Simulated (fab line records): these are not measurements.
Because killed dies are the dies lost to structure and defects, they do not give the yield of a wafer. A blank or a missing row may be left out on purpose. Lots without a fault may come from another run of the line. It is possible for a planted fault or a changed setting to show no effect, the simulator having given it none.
Which of the tools did it? / flow n5Finfet / 11 lots, 33 wafers sampled, at 2 steps of a route of 1938

## WHAT THE GAUGES READ, wafer by wafer
N5_BEOL_M13_THK_MEAS_50: measures by xrf.
lot=L075; measured=day 11 04:05; on=filmMetro-02; M13_THK (nm)=429 427 423
lot=L078; measured=day 12 00:42; on=filmMetro-01; M13_THK (nm)=417 411 423
lot=L080; measured=day 12 11:59; on=filmMetro-02; M13_THK (nm)=407 431 424
lot=L083; measured=day 13 04:58; on=filmMetro-01; M13_THK (nm)=423 406 418
lot=L085; measured=day 13 09:59; on=filmMetro-01; M13_THK (nm)=409 409 417
lot=L087; measured=day 14 07:48; on=filmMetro-01; M13_THK (nm)=417 439 417
lot=L088; measured=day 14 10:13; on=filmMetro-02; M13_THK (nm)=423 424 420
lot=L090; measured=day 15 06:35; on=filmMetro-02; M13_THK (nm)=408 416 419
lot=L092; measured=day 15 09:59; on=filmMetro-01; M13_THK (nm)=421 413 417
lot=L094; measured=day 16 05:49; on=filmMetro-02; M13_THK (nm)=425 419 447
lot=L096; measured=day 16 18:40; on=filmMetro-02; M13_THK (nm)=432 426 425

## WHAT TOOL EACH LOT RAN ON (gives the tool, then ch and the chambers of the sampled wafers, and finally the start)
lot=L075; N5_BEOL_M13_ANNEAL_48=rtpAnneal-02 ch 0, day 11 03:32
lot=L078; N5_BEOL_M13_ANNEAL_48=rtpAnneal-02 ch 0, day 11 23:57
lot=L080; N5_BEOL_M13_ANNEAL_48=rtpAnneal-01 ch 0, day 12 11:20
lot=L083; N5_BEOL_M13_ANNEAL_48=rtpAnneal-01 ch 0, day 13 03:49
lot=L085; N5_BEOL_M13_ANNEAL_48=rtpAnneal-02 ch 0, day 13 09:01
lot=L087; N5_BEOL_M13_ANNEAL_48=rtpAnneal-01 ch 0, day 14 06:56
lot=L088; N5_BEOL_M13_ANNEAL_48=rtpAnneal-01 ch 0, day 14 09:31
lot=L090; N5_BEOL_M13_ANNEAL_48=rtpAnneal-01 ch 0, day 15 06:02
lot=L092; N5_BEOL_M13_ANNEAL_48=rtpAnneal-01 ch 0, day 15 09:24
lot=L094; N5_BEOL_M13_ANNEAL_48=rtpAnneal-01 ch 0, day 16 05:16
lot=L096; N5_BEOL_M13_ANNEAL_48=rtpAnneal-02 ch 0, day 16 17:50
- N5_BEOL_M13_ANNEAL_48: time 90 s.

## THE ANSWER, worked out from the rows above alone
Rule: usual is defined by the lots themselves. The widest of any qualifying gaps counts: lots, ordered by their means at a reading, are off when they make up no more than a third of the lots, leave a main group of 4 or more, and stand apart from it by 3 or more times the standard deviation of that group's means. Not used: any main group whose means are identical at the precision the tables above print for the reading. Also off: a lot with no number at a reading for which 4 or more lots have one. Where the step has rows for the other lots, those lots are counted as sound.
Across all readings shown, no lot is off: no conclusion can be drawn from this.

## WHAT WAS PUT IN BY THE SIMULATOR
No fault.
